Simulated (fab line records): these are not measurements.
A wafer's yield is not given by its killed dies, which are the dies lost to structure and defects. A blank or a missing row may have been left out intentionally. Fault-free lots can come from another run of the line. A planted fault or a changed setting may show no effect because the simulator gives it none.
Split-lot study ; flow n5-finfet ; 21 wafers read across 7 lots, on a route 1938 steps long

ABOUT THE SPLIT
At N5_BEOL_M14_PEB_26 (peb time 90 s), the setting peb-temp-c was moved away from the recipe's 130 C on 4 of the 21 wafers read, by -2.2% to +2.2%. For the rest of the wafers, this setting stayed at what the recipe calls for.

FROM THE SPLIT TO THE READING: what the file shows between them, 2 steps
- N5_BEOL_M14_DEVELOP_27: develop time 45 s
- N5_BEOL_M14_HARDBAKE_32: time 120 s

THE READING
cd-nm at N5_BEOL_M14_CD_MEAS_28, given in nm (cd target 284.4 nm). Typical for fault-free wafers on this fab line: 284.0 nm, with standard deviation 1.6 nm.

wafer;tool, chamber at the split;peb-temp-c as run, C;against the recipe;cd-nm, nm;against lot-mates on the recipe
L074.1;litho-track-04, 0;130;recipe;281.6;-
L074.2;litho-track-04, 0;127.1;-2.2%;266.2;-15.5
L074.3;litho-track-04, 0;130;recipe;281.8;-
L076.1;litho-track-04, 0;130;recipe;282.9;-
L076.2;litho-track-04, 0;130;recipe;283.6;-
L076.6;litho-track-04, 0;130;recipe;284.2;-
L083.3;litho-track-03, 0;130;recipe;281.4;-
L083.4;litho-track-03, 0;130;recipe;284.9;-
L083.5;litho-track-03, 0;130;recipe;283.0;-
L089.1;litho-track-04, 0;130;recipe;283.9;-
L089.4;litho-track-04, 0;130;recipe;283.3;-
L089.5;litho-track-04, 0;130;recipe;284.5;-
L092.1;litho-track-04, 0;132.8;+2.2%;294.1;+8.8
L092.4;litho-track-04, 0;132.8;+2.2%;295.3;+10.0
L092.6;litho-track-04, 0;130;recipe;285.3;-
L095.1;litho-track-04, 0;130;recipe;285.3;-
L095.3;litho-track-04, 0;130;recipe;286.7;-
L095.4;litho-track-04, 0;130;recipe;283.1;-
L096.2;litho-track-05, 0;131.6;+1.2%;289.1;+5.7
L096.4;litho-track-05, 0;130;recipe;283.8;-
L096.5;litho-track-05, 0;130;recipe;283.0;-

THE FIT
A straight line over all 21 wafers: cd-nm changes by +6.01 nm for each +1% of peb-temp-c; r = +0.95; the points scatter about the line by 1.7 nm.
The same after taking each lot's own level away (the mean of its wafers on the recipe; 21 wafers): +5.29 nm for each +1%; r = +0.96; scatter 1.3 nm.
According to that fit, moving peb-temp-c by its largest amount changes the reading by 12 nm.
Measured against the standard deviation above, the lots' own levels, which go from 281.70 to 285.30 nm, span 2.2 times it.
So the slope is not independent of the lot-to-lot level: the two fits are not the same.
Check: with one of the wafers moved furthest among these (-2.2%) left out of the fit, the line predicts -9.8 nm for it against its lot-mates. Against them it came out at -15.5 nm.

THE WHOLE CHAIN: every reading that the file lists as answering this split, in the file's order
step;what it does;reading;change (the file's fit);r (the file's)
N5_BEOL_M14_CD_MEAS_28;target cd 284.4 nm;cd-nm;+5.56 nm for each +1% of the setting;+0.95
N5_BEOL_M14_DESCUM_33;chemistry O2, time 7.9 s;BEOL_M14.cd-nm (the simulator's own value, which no gauge read);+5.39 nm for each +1% of the setting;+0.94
N5_BEOL_M14_ETCH_67;etches SiARC in CF4, target depth 143 nm, time 238.3 s;BEOL_M14.cd-nm (the simulator's own value, which no gauge read);+5.06 nm for each +1% of the setting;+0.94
N5_BEOL_M14_ETCH_68;etches SOC in N2/H2, time 450 s;BEOL_M14.cd-nm (the simulator's own value, which no gauge read);+5.3 nm for each +1% of the setting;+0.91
N5_BEOL_M14_TRENCH_ETCH_34;etches SiO2 in C4F8/O2/Ar, target depth 556.65 nm, time 126.9 s;BEOL_M14.cd-nm (the simulator's own value, which no gauge read);+5.24 nm for each +1% of the setting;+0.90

FILE'S OWN FIT
cd-nm changes by +5.56 nm for each +1% of peb-temp-c, r = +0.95.
